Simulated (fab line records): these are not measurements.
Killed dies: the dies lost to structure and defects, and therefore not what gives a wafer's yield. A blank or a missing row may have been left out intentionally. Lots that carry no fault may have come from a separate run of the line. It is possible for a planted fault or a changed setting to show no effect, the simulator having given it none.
fab line records || flow nand-harc || part 2 of 2: steps 30 to 40 of 40
record {"lots": 5, "wafers": 15, "last-day": 32}
route steps=1302 shown P_BONDPAD@388 A_START@389 A_ZERO_WELL@390 A_SOURCE_PLATE@413 A_ONON_D1@424
lots that met no fault: taken from a fault-free run of the same line
start-h: start of the lot's first displayed wafer, in hours after the record's first day || wait-h: hours from the lot's prior step to this one || " repeats the value in the row above || L1.1+2: a row that stands for several wafers || - either no value or no given start || * or withheld: withheld || < > ~ a bound
route shown NAME@n: NAME is a module with steps in the file, n the number in the route of the first one || usual: the fault-free wafers' mean and standard deviation || same: alike in all rows || chamber/n: place in a boat || sites: the reading at each site || _std_site: standard deviation across them || _edge_site: mean of outer sites minus mean of inner sites || radius-mm: for every site, how far away it sits from the centre of the wafer || mask NAME#n: copy n || behind: the last tool/chamber to shape the wafer || hold: reason for holding the lot/hours on hold/outcome of the hold || device: transistor that didn't switch, given as n, p or np || end of line: tests run on the same wafers once the route is complete || for a step that has no rows: nothing shown but its recipe || killed: count of dies lost to structure and defects at first sort (not the wafer's yield) || map: per-die view of a wafer (x killed, . not killed, _ where there is no die)
set.NAME: the run value of the setting; set.NAME@STEP: its run value at that earlier step || model.NAME: the simulator's own value behind a step, which no gauge read
lots seen at some steps along the route; tables by step, rows by wafer
services: the hour from which a tool's chamber was out of use, counted from the record's first day as start-h (under 0 if before that day), plus the number of hours and why
## steps
# step NHARC_A_SOURCE_PLATE_CVD_03
# recipe {"target-thk-a": 2000, "temp-c": 620, "pressure-mtorr": 200, "time-s": 4000, "material": "poly-Si"}
# usual {"spike-tc-top-C": "643.1/1.5"}
# same {"time-s": 4000}
{"lot.wafer": "L078.4", "tool": "lpcvd-poly-04", "chamber": 0, "start-h": 188.93, "wait-h": "-", "spike-tc-top-C": 643.1}
{"lot.wafer": "L078.5", "tool": "lpcvd-poly-04", "chamber": 0, "start-h": 188.93, "wait-h": "-", "spike-tc-top-C": 642.6}
{"lot.wafer": "L078.6", "tool": "lpcvd-poly-04", "chamber": 0, "start-h": 188.93, "wait-h": "-", "spike-tc-top-C": 644.2}
{"lot.wafer": "L082.1", "tool": "lpcvd-poly-03", "chamber": 0, "start-h": 228.69, "wait-h": "-", "spike-tc-top-C": 643.7}
{"lot.wafer": "L082.4", "tool": "lpcvd-poly-03", "chamber": 0, "start-h": 228.69, "wait-h": "-", "spike-tc-top-C": 643.3}
{"lot.wafer": "L082.6", "tool": "lpcvd-poly-03", "chamber": 0, "start-h": 228.69, "wait-h": "-", "spike-tc-top-C": 643.7}
{"lot.wafer": "L084.1", "tool": "lpcvd-poly-04", "chamber": 0, "start-h": 253.96, "wait-h": "-", "spike-tc-top-C": 645.3}
{"lot.wafer": "L084.2", "tool": "lpcvd-poly-04", "chamber": 0, "start-h": 253.96, "wait-h": "-", "spike-tc-top-C": 644.8}
{"lot.wafer": "L084.6", "tool": "lpcvd-poly-04", "chamber": 0, "start-h": 253.96, "wait-h": "-", "spike-tc-top-C": 646.1}
{"lot.wafer": "L087.1", "tool": "lpcvd-poly-04", "chamber": 0, "start-h": 294.06, "wait-h": "-", "spike-tc-top-C": 644.6}
{"lot.wafer": "L087.2", "tool": "lpcvd-poly-04", "chamber": 0, "start-h": 294.06, "wait-h": "-", "spike-tc-top-C": 645.7}
{"lot.wafer": "L087.4", "tool": "lpcvd-poly-04", "chamber": 0, "start-h": 294.06, "wait-h": "-", "spike-tc-top-C": 645.1}
{"lot.wafer": "L094.1", "tool": "lpcvd-poly-04", "chamber": 0, "start-h": 349.28, "wait-h": "-", "spike-tc-top-C": 641.9}
{"lot.wafer": "L094.3", "tool": "lpcvd-poly-04", "chamber": 0, "start-h": 349.28, "wait-h": "-", "spike-tc-top-C": 642.3}
{"lot.wafer": "L094.6", "tool": "lpcvd-poly-04", "chamber": 0, "start-h": 349.28, "wait-h": "-", "spike-tc-top-C": 645.2}
# step NHARC_A_SOURCE_PLATE_ANNEAL_05
# recipe {"temp-c": 850, "time-s": 1800}
# usual {"spike-tc-top-C": "862.8/1.9"}
# same {"time-s": 1800}
{"lot.wafer": "L078.4", "tool": "furnace-08", "chamber": 0, "start-h": 195.37, "wait-h": 3.4, "spike-tc-top-C": 860.7}
{"lot.wafer": "L078.5", "tool": "furnace-08", "chamber": 0, "start-h": 195.37, "wait-h": 3.4, "spike-tc-top-C": 862.1}
{"lot.wafer": "L078.6", "tool": "furnace-08", "chamber": 0, "start-h": 195.37, "wait-h": 3.4, "spike-tc-top-C": 862.3}
{"lot.wafer": "L082.1", "tool": "furnace-08", "chamber": 0, "start-h": 235.21, "wait-h": 3.4, "spike-tc-top-C": 861.1}
{"lot.wafer": "L082.4", "tool": "furnace-08", "chamber": 0, "start-h": 235.21, "wait-h": 3.4, "spike-tc-top-C": 856.9}
{"lot.wafer": "L082.6", "tool": "furnace-08", "chamber": 0, "start-h": 235.21, "wait-h": 3.4, "spike-tc-top-C": 861.3}
{"lot.wafer": "L084.1", "tool": "furnace-07", "chamber": 0, "start-h": 262.09, "wait-h": 5.1, "spike-tc-top-C": 863.8}
{"lot.wafer": "L084.2", "tool": "furnace-07", "chamber": 0, "start-h": 262.09, "wait-h": 5.1, "spike-tc-top-C": 864.6}
{"lot.wafer": "L084.6", "tool": "furnace-07", "chamber": 0, "start-h": 262.09, "wait-h": 5.1, "spike-tc-top-C": 863.0}
{"lot.wafer": "L087.1", "tool": "furnace-08", "chamber": 0, "start-h": 300.55, "wait-h": 3.4, "spike-tc-top-C": 861.9}
{"lot.wafer": "L087.2", "tool": "furnace-08", "chamber": 0, "start-h": 300.55, "wait-h": 3.4, "spike-tc-top-C": 859.4}
{"lot.wafer": "L087.4", "tool": "furnace-08", "chamber": 0, "start-h": 300.55, "wait-h": 3.4, "spike-tc-top-C": 862.7}
{"lot.wafer": "L094.1", "tool": "furnace-07", "chamber": 0, "start-h": 356.62, "wait-h": 4.3, "spike-tc-top-C": 865.2}
{"lot.wafer": "L094.3", "tool": "furnace-07", "chamber": 0, "start-h": 356.62, "wait-h": 4.3, "spike-tc-top-C": 864.4}
{"lot.wafer": "L094.6", "tool": "furnace-07", "chamber": 0, "start-h": 356.62, "wait-h": 4.3, "spike-tc-top-C": 863.5}
# step NHARC_A_SOURCE_PLATE_THK_MEAS_06
# recipe {"thk-meas-gauge": "ellipsometry"}
# usual {"thk-nm": "199.7/1.7"}
{"lot.wafer": "L078.4", "tool": "film-metro-02", "chamber": "-", "start-h": 199.34, "wait-h": 0.4, "thk-nm": 202.8}
{"lot.wafer": "L078.5", "tool": "film-metro-02", "chamber": "-", "start-h": 199.34, "wait-h": 0.4, "thk-nm": 199.1}
{"lot.wafer": "L078.6", "tool": "film-metro-02", "chamber": "-", "start-h": 199.34, "wait-h": 0.4, "thk-nm": 199.0}
{"lot.wafer": "L082.1", "tool": "film-metro-02", "chamber": "-", "start-h": 239.15, "wait-h": 0.4, "thk-nm": 202.8}
{"lot.wafer": "L082.4", "tool": "film-metro-02", "chamber": "-", "start-h": 239.15, "wait-h": 0.4, "thk-nm": 200.0}
{"lot.wafer": "L082.6", "tool": "film-metro-02", "chamber": "-", "start-h": 239.15, "wait-h": 0.4, "thk-nm": 202.3}
{"lot.wafer": "L084.1", "tool": "film-metro-01", "chamber": "-", "start-h": 266.00, "wait-h": 0.4, "thk-nm": 202.5}
{"lot.wafer": "L084.2", "tool": "film-metro-01", "chamber": "-", "start-h": 266.00, "wait-h": 0.4, "thk-nm": 198.2}
{"lot.wafer": "L084.6", "tool": "film-metro-01", "chamber": "-", "start-h": 266.00, "wait-h": 0.4, "thk-nm": 201.4}
{"lot.wafer": "L087.1", "tool": "film-metro-01", "chamber": "-", "start-h": 304.47, "wait-h": 0.4, "thk-nm": 201.5}
{"lot.wafer": "L087.2", "tool": "film-metro-01", "chamber": "-", "start-h": 304.47, "wait-h": 0.4, "thk-nm": 203.7}
{"lot.wafer": "L087.4", "tool": "film-metro-01", "chamber": "-", "start-h": 304.47, "wait-h": 0.4, "thk-nm": 200.8}
{"lot.wafer": "L094.1", "tool": "film-metro-02", "chamber": "-", "start-h": 360.61, "wait-h": 0.4, "thk-nm": 200.4}
{"lot.wafer": "L094.3", "tool": "film-metro-02", "chamber": "-", "start-h": 360.61, "wait-h": 0.4, "thk-nm": 199.1}
{"lot.wafer": "L094.6", "tool": "film-metro-02", "chamber": "-", "start-h": 360.61, "wait-h": 0.4, "thk-nm": 198.8}
# step NHARC_A_SOURCE_PLATE_INSPECT_08
# usual {"raw-defect-count": "55/21"}
{"lot.wafer": "L078.4", "tool": "defect-inspect-01", "chamber": "-", "start-h": 199.41, "wait-h": 0.0, "raw-defect-count": 74}
{"lot.wafer": "L078.5", "tool": "defect-inspect-01", "chamber": "-", "start-h": 199.41, "wait-h": 0.0, "raw-defect-count": 72}
{"lot.wafer": "L078.6", "tool": "defect-inspect-01", "chamber": "-", "start-h": 199.41, "wait-h": 0.0, "raw-defect-count": 70}
{"lot.wafer": "L082.1", "tool": "defect-inspect-01", "chamber": "-", "start-h": 239.23, "wait-h": 0.0, "raw-defect-count": 70}
{"lot.wafer": "L082.4", "tool": "defect-inspect-01", "chamber": "-", "start-h": 239.23, "wait-h": 0.0, "raw-defect-count": 43}
{"lot.wafer": "L082.6", "tool": "defect-inspect-01", "chamber": "-", "start-h": 239.23, "wait-h": 0.0, "raw-defect-count": 49}
{"lot.wafer": "L084.1", "tool": "defect-inspect-01", "chamber": "-", "start-h": 266.06, "wait-h": 0.0, "raw-defect-count": 45}
{"lot.wafer": "L084.2", "tool": "defect-inspect-01", "chamber": "-", "start-h": 266.06, "wait-h": 0.0, "raw-defect-count": 37}
{"lot.wafer": "L084.6", "tool": "defect-inspect-01", "chamber": "-", "start-h": 266.06, "wait-h": 0.0, "raw-defect-count": 55}
{"lot.wafer": "L087.1", "tool": "defect-inspect-02", "chamber": "-", "start-h": 304.53, "wait-h": 0.0, "raw-defect-count": 71}
{"lot.wafer": "L087.2", "tool": "defect-inspect-02", "chamber": "-", "start-h": 304.53, "wait-h": 0.0, "raw-defect-count": 78}
{"lot.wafer": "L087.4", "tool": "defect-inspect-02", "chamber": "-", "start-h": 304.53, "wait-h": 0.0, "raw-defect-count": 56}
{"lot.wafer": "L094.1", "tool": "defect-inspect-01", "chamber": "-", "start-h": 360.69, "wait-h": 0.0, "raw-defect-count": 49}
{"lot.wafer": "L094.3", "tool": "defect-inspect-01", "chamber": "-", "start-h": 360.69, "wait-h": 0.0, "raw-defect-count": 78}
{"lot.wafer": "L094.6", "tool": "defect-inspect-01", "chamber": "-", "start-h": 360.69, "wait-h": 0.0, "raw-defect-count": 88}
# step NHARC_A_ONON_D1_DEP_00
# recipe {"target-thk-a": 10000, "n2-flow-sccm": 2750, "n2o-flow-sccm": 2000, "nh3-flow-sccm": 500, "sih4-flow-sccm": 210, "temp-c": 400}
# usual {"sih4-flow-sccm": "210.1/0.64"}
{"lot.wafer": "L078.4", "tool": "pecvd-onon-02", "chamber": 0, "start-h": 199.65, "wait-h": 0.2, "sih4-flow-sccm": 210.4}
{"lot.wafer": "L078.5", "tool": "pecvd-onon-02", "chamber": 0, "start-h": 199.65, "wait-h": 0.2, "sih4-flow-sccm": 210.1}
{"lot.wafer": "L078.6", "tool": "pecvd-onon-02", "chamber": 0, "start-h": 199.65, "wait-h": 0.2, "sih4-flow-sccm": 209.7}
{"lot.wafer": "L082.1", "tool": "pecvd-onon-02", "chamber": 0, "start-h": 239.36, "wait-h": 0.1, "sih4-flow-sccm": 208.8}
{"lot.wafer": "L082.4", "tool": "pecvd-onon-02", "chamber": 0, "start-h": 239.36, "wait-h": 0.1, "sih4-flow-sccm": 209.2}
{"lot.wafer": "L082.6", "tool": "pecvd-onon-02", "chamber": 0, "start-h": 239.36, "wait-h": 0.1, "sih4-flow-sccm": 210.2}
{"lot.wafer": "L084.1", "tool": "pecvd-onon-01", "chamber": 0, "start-h": 266.13, "wait-h": 0.1, "sih4-flow-sccm": 210.6}
{"lot.wafer": "L084.2", "tool": "pecvd-onon-01", "chamber": 0, "start-h": 266.13, "wait-h": 0.1, "sih4-flow-sccm": 210.8}
{"lot.wafer": "L084.6", "tool": "pecvd-onon-01", "chamber": 0, "start-h": 266.13, "wait-h": 0.1, "sih4-flow-sccm": 211.2}
{"lot.wafer": "L087.1", "tool": "pecvd-onon-01", "chamber": 0, "start-h": 304.60, "wait-h": 0.1, "sih4-flow-sccm": 209.0}
{"lot.wafer": "L087.2", "tool": "pecvd-onon-01", "chamber": 0, "start-h": 304.60, "wait-h": 0.1, "sih4-flow-sccm": 210.4}
{"lot.wafer": "L087.4", "tool": "pecvd-onon-01", "chamber": 0, "start-h": 304.60, "wait-h": 0.1, "sih4-flow-sccm": 209.7}
{"lot.wafer": "L094.1", "tool": "pecvd-onon-02", "chamber": 0, "start-h": 360.76, "wait-h": 0.1, "sih4-flow-sccm": 210.3}
{"lot.wafer": "L094.3", "tool": "pecvd-onon-02", "chamber": 0, "start-h": 360.76, "wait-h": 0.1, "sih4-flow-sccm": 209.6}
{"lot.wafer": "L094.6", "tool": "pecvd-onon-02", "chamber": 0, "start-h": 360.76, "wait-h": 0.1, "sih4-flow-sccm": 210.3}
# step NHARC_A_ONON_D1_THK_MEAS_02
# recipe {"thk-meas-gauge": "ellipsometry"}
# usual {"thk-nm": "999/10"}
{"lot.wafer": "L078.4", "tool": "film-metro-02", "chamber": "-", "start-h": 199.99, "wait-h": "-", "thk-nm": 987}
{"lot.wafer": "L078.5", "tool": "film-metro-02", "chamber": "-", "start-h": 199.99, "wait-h": "-", "thk-nm": 984}
{"lot.wafer": "L078.6", "tool": "film-metro-02", "chamber": "-", "start-h": 199.99, "wait-h": "-", "thk-nm": 986}
{"lot.wafer": "L082.1", "tool": "film-metro-02", "chamber": "-", "start-h": 239.88, "wait-h": "-", "thk-nm": 1002}
{"lot.wafer": "L082.4", "tool": "film-metro-02", "chamber": "-", "start-h": 239.88, "wait-h": "-", "thk-nm": 1001}
{"lot.wafer": "L082.6", "tool": "film-metro-02", "chamber": "-", "start-h": 239.88, "wait-h": "-", "thk-nm": 1001}
{"lot.wafer": "L084.1", "tool": "film-metro-01", "chamber": "-", "start-h": 266.64, "wait-h": "-", "thk-nm": 992}
{"lot.wafer": "L084.2", "tool": "film-metro-01", "chamber": "-", "start-h": 266.64, "wait-h": "-", "thk-nm": 992}
{"lot.wafer": "L084.6", "tool": "film-metro-01", "chamber": "-", "start-h": 266.64, "wait-h": "-", "thk-nm": 993}
{"lot.wafer": "L087.1", "tool": "film-metro-02", "chamber": "-", "start-h": 305.11, "wait-h": "-", "thk-nm": 1002}
{"lot.wafer": "L087.2", "tool": "film-metro-02", "chamber": "-", "start-h": 305.11, "wait-h": "-", "thk-nm": 1003}
{"lot.wafer": "L087.4", "tool": "film-metro-02", "chamber": "-", "start-h": 305.11, "wait-h": "-", "thk-nm": 1005}
{"lot.wafer": "L094.1", "tool": "film-metro-02", "chamber": "-", "start-h": 361.27, "wait-h": "-", "thk-nm": 1003}
{"lot.wafer": "L094.3", "tool": "film-metro-02", "chamber": "-", "start-h": 361.27, "wait-h": "-", "thk-nm": 1003}
{"lot.wafer": "L094.6", "tool": "film-metro-02", "chamber": "-", "start-h": 361.27, "wait-h": "-", "thk-nm": 1003}
# step NHARC_A_ONON_D1_DEP_03
# recipe {"target-thk-a": 10000, "n2-flow-sccm": 2750, "n2o-flow-sccm": 2000, "nh3-flow-sccm": 500, "sih4-flow-sccm": 210, "temp-c": 400}
# usual {"sih4-flow-sccm": "209.9/0.6"}
{"lot.wafer": "L078.4", "tool": "pecvd-onon-04", "chamber": 0, "start-h": 200.21, "wait-h": 0.2, "sih4-flow-sccm": 209.7}
{"lot.wafer": "L078.5", "tool": "pecvd-onon-04", "chamber": 0, "start-h": 200.21, "wait-h": 0.2, "sih4-flow-sccm": 210.5}
{"lot.wafer": "L078.6", "tool": "pecvd-onon-04", "chamber": 0, "start-h": 200.21, "wait-h": 0.2, "sih4-flow-sccm": 209.8}
{"lot.wafer": "L082.1", "tool": "pecvd-onon-02", "chamber": 0, "start-h": 240.07, "wait-h": 0.2, "sih4-flow-sccm": 210.0}
{"lot.wafer": "L082.4", "tool": "pecvd-onon-02", "chamber": 0, "start-h": 240.07, "wait-h": 0.2, "sih4-flow-sccm": 209.6}
{"lot.wafer": "L082.6", "tool": "pecvd-onon-02", "chamber": 0, "start-h": 240.07, "wait-h": 0.2, "sih4-flow-sccm": 211.1}
{"lot.wafer": "L084.1", "tool": "pecvd-onon-02", "chamber": 0, "start-h": 266.70, "wait-h": 0.1, "sih4-flow-sccm": 210.4}
{"lot.wafer": "L084.2", "tool": "pecvd-onon-02", "chamber": 0, "start-h": 266.70, "wait-h": 0.1, "sih4-flow-sccm": 211.0}
{"lot.wafer": "L084.6", "tool": "pecvd-onon-02", "chamber": 0, "start-h": 266.70, "wait-h": 0.1, "sih4-flow-sccm": 210.3}
{"lot.wafer": "L087.1", "tool": "pecvd-onon-04", "chamber": 0, "start-h": 305.17, "wait-h": 0.1, "sih4-flow-sccm": 210.7}
{"lot.wafer": "L087.2", "tool": "pecvd-onon-04", "chamber": 0, "start-h": 305.17, "wait-h": 0.1, "sih4-flow-sccm": 209.0}
{"lot.wafer": "L087.4", "tool": "pecvd-onon-04", "chamber": 0, "start-h": 305.17, "wait-h": 0.1, "sih4-flow-sccm": 208.9}
{"lot.wafer": "L094.1", "tool": "pecvd-onon-04", "chamber": 0, "start-h": 361.32, "wait-h": 0.1, "sih4-flow-sccm": 208.9}
{"lot.wafer": "L094.3", "tool": "pecvd-onon-04", "chamber": 0, "start-h": 361.32, "wait-h": 0.1, "sih4-flow-sccm": 210.3}
{"lot.wafer": "L094.6", "tool": "pecvd-onon-04", "chamber": 0, "start-h": 361.32, "wait-h": 0.1, "sih4-flow-sccm": 210.7}
# step NHARC_A_ONON_D1_THK_MEAS_05
# recipe {"thk-meas-gauge": "ellipsometry"}
# usual {"thk-nm": "1000/9.1"}
{"lot.wafer": "L078.4", "tool": "film-metro-02", "chamber": "-", "start-h": 200.55, "wait-h": "-", "thk-nm": 1006}
{"lot.wafer": "L078.5", "tool": "film-metro-02", "chamber": "-", "start-h": 200.55, "wait-h": "-", "thk-nm": 1006}
{"lot.wafer": "L078.6", "tool": "film-metro-02", "chamber": "-", "start-h": 200.55, "wait-h": "-", "thk-nm": 1004}
{"lot.wafer": "L082.1", "tool": "film-metro-02", "chamber": "-", "start-h": 240.58, "wait-h": "-", "thk-nm": 997}
{"lot.wafer": "L082.4", "tool": "film-metro-02", "chamber": "-", "start-h": 240.58, "wait-h": "-", "thk-nm": 1000}
{"lot.wafer": "L082.6", "tool": "film-metro-02", "chamber": "-", "start-h": 240.58, "wait-h": "-", "thk-nm": 997}
{"lot.wafer": "L084.1", "tool": "film-metro-02", "chamber": "-", "start-h": 267.21, "wait-h": "-", "thk-nm": 986}
{"lot.wafer": "L084.2", "tool": "film-metro-02", "chamber": "-", "start-h": 267.21, "wait-h": "-", "thk-nm": 986}
{"lot.wafer": "L084.6", "tool": "film-metro-02", "chamber": "-", "start-h": 267.21, "wait-h": "-", "thk-nm": 986}
{"lot.wafer": "L087.1", "tool": "film-metro-01", "chamber": "-", "start-h": 305.68, "wait-h": "-", "thk-nm": 1012}
{"lot.wafer": "L087.2", "tool": "film-metro-01", "chamber": "-", "start-h": 305.68, "wait-h": "-", "thk-nm": 1014}
{"lot.wafer": "L087.4", "tool": "film-metro-01", "chamber": "-", "start-h": 305.68, "wait-h": "-", "thk-nm": 1014}
{"lot.wafer": "L094.1", "tool": "film-metro-02", "chamber": "-", "start-h": 361.83, "wait-h": "-", "thk-nm": 1009}
{"lot.wafer": "L094.3", "tool": "film-metro-02", "chamber": "-", "start-h": 361.83, "wait-h": "-", "thk-nm": 1008}
{"lot.wafer": "L094.6", "tool": "film-metro-02", "chamber": "-", "start-h": 361.83, "wait-h": "-", "thk-nm": 1008}
# step NHARC_A_ONON_D1_DEP_06
# recipe {"target-thk-a": 10000, "n2-flow-sccm": 2750, "n2o-flow-sccm": 2000, "nh3-flow-sccm": 500, "sih4-flow-sccm": 210, "temp-c": 400}
# usual {"sih4-flow-sccm": "210.0/0.7"}
{"lot.wafer": "L078.4", "tool": "pecvd-onon-01", "chamber": 0, "start-h": 200.78, "wait-h": 0.2, "sih4-flow-sccm": 210.3}
{"lot.wafer": "L078.5", "tool": "pecvd-onon-01", "chamber": 0, "start-h": 200.78, "wait-h": 0.2, "sih4-flow-sccm": 210.0}
{"lot.wafer": "L078.6", "tool": "pecvd-onon-01", "chamber": 0, "start-h": 200.78, "wait-h": 0.2, "sih4-flow-sccm": 210.5}
{"lot.wafer": "L082.1", "tool": "pecvd-onon-04", "chamber": 0, "start-h": 240.64, "wait-h": 0.1, "sih4-flow-sccm": 209.8}
{"lot.wafer": "L082.4", "tool": "pecvd-onon-04", "chamber": 0, "start-h": 240.64, "wait-h": 0.1, "sih4-flow-sccm": 209.4}
{"lot.wafer": "L082.6", "tool": "pecvd-onon-04", "chamber": 0, "start-h": 240.64, "wait-h": 0.1, "sih4-flow-sccm": 208.5}
{"lot.wafer": "L084.1", "tool": "pecvd-onon-01", "chamber": 0, "start-h": 267.26, "wait-h": 0.1, "sih4-flow-sccm": 210.4}
{"lot.wafer": "L084.2", "tool": "pecvd-onon-01", "chamber": 0, "start-h": 267.26, "wait-h": 0.1, "sih4-flow-sccm": 211.1}
{"lot.wafer": "L084.6", "tool": "pecvd-onon-01", "chamber": 0, "start-h": 267.26, "wait-h": 0.1, "sih4-flow-sccm": 210.7}
{"lot.wafer": "L087.1", "tool": "pecvd-onon-01", "chamber": 0, "start-h": 305.73, "wait-h": 0.1, "sih4-flow-sccm": 209.6}
{"lot.wafer": "L087.2", "tool": "pecvd-onon-01", "chamber": 0, "start-h": 305.73, "wait-h": 0.1, "sih4-flow-sccm": 209.8}
{"lot.wafer": "L087.4", "tool": "pecvd-onon-01", "chamber": 0, "start-h": 305.73, "wait-h": 0.1, "sih4-flow-sccm": 209.9}
{"lot.wafer": "L094.1", "tool": "pecvd-onon-04", "chamber": 0, "start-h": 361.89, "wait-h": 0.1, "sih4-flow-sccm": 211.2}
{"lot.wafer": "L094.3", "tool": "pecvd-onon-04", "chamber": 0, "start-h": 361.89, "wait-h": 0.1, "sih4-flow-sccm": 210.1}
{"lot.wafer": "L094.6", "tool": "pecvd-onon-04", "chamber": 0, "start-h": 361.89, "wait-h": 0.1, "sih4-flow-sccm": 210.4}
# step NHARC_A_ONON_D1_THK_MEAS_08
# recipe {"thk-meas-gauge": "ellipsometry"}
# usual {"thk-nm": "997/8.5"}
{"lot.wafer": "L078.4", "tool": "film-metro-02", "chamber": "-", "start-h": 201.12, "wait-h": "-", "thk-nm": 988}
{"lot.wafer": "L078.5", "tool": "film-metro-02", "chamber": "-", "start-h": 201.12, "wait-h": "-", "thk-nm": 985}
{"lot.wafer": "L078.6", "tool": "film-metro-02", "chamber": "-", "start-h": 201.12, "wait-h": "-", "thk-nm": 988}
{"lot.wafer": "L082.1", "tool": "film-metro-02", "chamber": "-", "start-h": 241.16, "wait-h": "-", "thk-nm": 1001}
{"lot.wafer": "L082.4", "tool": "film-metro-02", "chamber": "-", "start-h": 241.16, "wait-h": "-", "thk-nm": 1003}
{"lot.wafer": "L082.6", "tool": "film-metro-02", "chamber": "-", "start-h": 241.16, "wait-h": "-", "thk-nm": 1003}
{"lot.wafer": "L084.1", "tool": "film-metro-01", "chamber": "-", "start-h": 267.77, "wait-h": "-", "thk-nm": 989}
{"lot.wafer": "L084.2", "tool": "film-metro-01", "chamber": "-", "start-h": 267.77, "wait-h": "-", "thk-nm": 991}
{"lot.wafer": "L084.6", "tool": "film-metro-01", "chamber": "-", "start-h": 267.77, "wait-h": "-", "thk-nm": 989}
{"lot.wafer": "L087.1", "tool": "film-metro-02", "chamber": "-", "start-h": 306.24, "wait-h": "-", "thk-nm": 1007}
{"lot.wafer": "L087.2", "tool": "film-metro-02", "chamber": "-", "start-h": 306.24, "wait-h": "-", "thk-nm": 1006}
{"lot.wafer": "L087.4", "tool": "film-metro-02", "chamber": "-", "start-h": 306.24, "wait-h": "-", "thk-nm": 1007}
{"lot.wafer": "L094.1", "tool": "film-metro-01", "chamber": "-", "start-h": 362.40, "wait-h": "-", "thk-nm": 999}
{"lot.wafer": "L094.3", "tool": "film-metro-01", "chamber": "-", "start-h": 362.40, "wait-h": "-", "thk-nm": 998}
{"lot.wafer": "L094.6", "tool": "film-metro-01", "chamber": "-", "start-h": 362.40, "wait-h": "-", "thk-nm": 996}
# step NHARC_A_ONON_D1_DEP_09
# recipe {"target-thk-a": 10000, "n2-flow-sccm": 2750, "n2o-flow-sccm": 2000, "nh3-flow-sccm": 500, "sih4-flow-sccm": 210, "temp-c": 400}
# usual {"sih4-flow-sccm": "210.1/0.6"}
{"lot.wafer": "L078.4", "tool": "pecvd-onon-01", "chamber": 0, "start-h": 201.35, "wait-h": 0.2, "sih4-flow-sccm": 209.6}
{"lot.wafer": "L078.5", "tool": "pecvd-onon-01", "chamber": 0, "start-h": 201.35, "wait-h": 0.2, "sih4-flow-sccm": 209.5}
{"lot.wafer": "L078.6", "tool": "pecvd-onon-01", "chamber": 0, "start-h": 201.35, "wait-h": 0.2, "sih4-flow-sccm": 210.2}
{"lot.wafer": "L082.1", "tool": "pecvd-onon-04", "chamber": 0, "start-h": 241.21, "wait-h": 0.1, "sih4-flow-sccm": 210.7}
{"lot.wafer": "L082.4", "tool": "pecvd-onon-04", "chamber": 0, "start-h": 241.21, "wait-h": 0.1, "sih4-flow-sccm": 210.3}
{"lot.wafer": "L082.6", "tool": "pecvd-onon-04", "chamber": 0, "start-h": 241.21, "wait-h": 0.1, "sih4-flow-sccm": 209.9}
{"lot.wafer": "L084.1", "tool": "pecvd-onon-02", "chamber": 0, "start-h": 267.83, "wait-h": 0.1, "sih4-flow-sccm": 210.7}
{"lot.wafer": "L084.2", "tool": "pecvd-onon-02", "chamber": 0, "start-h": 267.83, "wait-h": 0.1, "sih4-flow-sccm": 211.0}
{"lot.wafer": "L084.6", "tool": "pecvd-onon-02", "chamber": 0, "start-h": 267.83, "wait-h": 0.1, "sih4-flow-sccm": 211.8}
{"lot.wafer": "L087.1", "tool": "pecvd-onon-02", "chamber": 0, "start-h": 306.30, "wait-h": 0.1, "sih4-flow-sccm": 210.1}
{"lot.wafer": "L087.2", "tool": "pecvd-onon-02", "chamber": 0, "start-h": 306.30, "wait-h": 0.1, "sih4-flow-sccm": 210.0}
{"lot.wafer": "L087.4", "tool": "pecvd-onon-02", "chamber": 0, "start-h": 306.30, "wait-h": 0.1, "sih4-flow-sccm": 211.0}
{"lot.wafer": "L094.1", "tool": "pecvd-onon-04", "chamber": 0, "start-h": 362.46, "wait-h": 0.1, "sih4-flow-sccm": 208.9}
{"lot.wafer": "L094.3", "tool": "pecvd-onon-04", "chamber": 0, "start-h": 362.46, "wait-h": 0.1, "sih4-flow-sccm": 209.7}
{"lot.wafer": "L094.6", "tool": "pecvd-onon-04", "chamber": 0, "start-h": 362.46, "wait-h": 0.1, "sih4-flow-sccm": 209.6}
## services
{"tool": "krf-scanner-01", "chamber": "-", "start-h": 153.35, "hours": 0.2, "kind": "repair"}
{"tool": "wet-bench-01", "chamber": "-", "start-h": 154.73, "hours": 3.2, "kind": "repair"}
{"tool": "rie-diel-12", "chamber": "-", "start-h": 162.65, "hours": 0.6, "kind": "repair"}
{"tool": "rie-si-04", "chamber": "-", "start-h": 165.00, "hours": 9.0, "kind": "pm"}
{"tool": "pvd-sputter-03", "chamber": "-", "start-h": 170.00, "hours": 10.0, "kind": "pm"}
{"tool": "pecvd-onon-02", "chamber": "-", "start-h": 185.00, "hours": 13.0, "kind": "pm"}
{"tool": "pvd-sputter-03", "chamber": "-", "start-h": 203.14, "hours": 1.0, "kind": "repair"}
{"tool": "wet-bench-03", "chamber": "-", "start-h": 210.41, "hours": 8.0, "kind": "pm"}
{"tool": "litho-track-02", "chamber": "-", "start-h": 227.00, "hours": 7.0, "kind": "pm"}
{"tool": "wet-bench-02", "chamber": "-", "start-h": 244.04, "hours": 8.0, "kind": "pm"}
{"tool": "litho-track-07", "chamber": "-", "start-h": 251.00, "hours": 7.0, "kind": "pm"}
{"tool": "wet-bench-05", "chamber": "-", "start-h": 260.80, "hours": 8.0, "kind": "pm"}
{"tool": "rie-diel-12", "chamber": "-", "start-h": 268.40, "hours": 9.0, "kind": "pm"}
{"tool": "krf-scanner-01", "chamber": "-", "start-h": 268.48, "hours": 1.5, "kind": "repair"}
{"tool": "pecvd-onon-01", "chamber": "-", "start-h": 269.13, "hours": 13.0, "kind": "pm"}
{"tool": "litho-track-03", "chamber": "-", "start-h": 275.00, "hours": 7.0, "kind": "pm"}
{"tool": "wet-bench-01", "chamber": "-", "start-h": 277.60, "hours": 8.0, "kind": "pm"}
{"tool": "wet-bench-03", "chamber": "-", "start-h": 290.30, "hours": 0.8, "kind": "repair"}
{"tool": "wet-bench-08", "chamber": "-", "start-h": 295.07, "hours": 8.0, "kind": "pm"}
{"tool": "rie-si-04", "chamber": 0, "start-h": 307.25, "hours": 6.8, "kind": "repair"}
{"tool": "krf-scanner-01", "chamber": "-", "start-h": 310.20, "hours": 0.3, "kind": "repair"}
{"tool": "pecvd-onon-04", "chamber": "-", "start-h": 311.00, "hours": 13.0, "kind": "pm"}
{"tool": "wet-bench-02", "chamber": "-", "start-h": 340.80, "hours": 3.0, "kind": "repair"}
{"tool": "pvd-sputter-03", "chamber": "-", "start-h": 348.00, "hours": 10.0, "kind": "pm"}
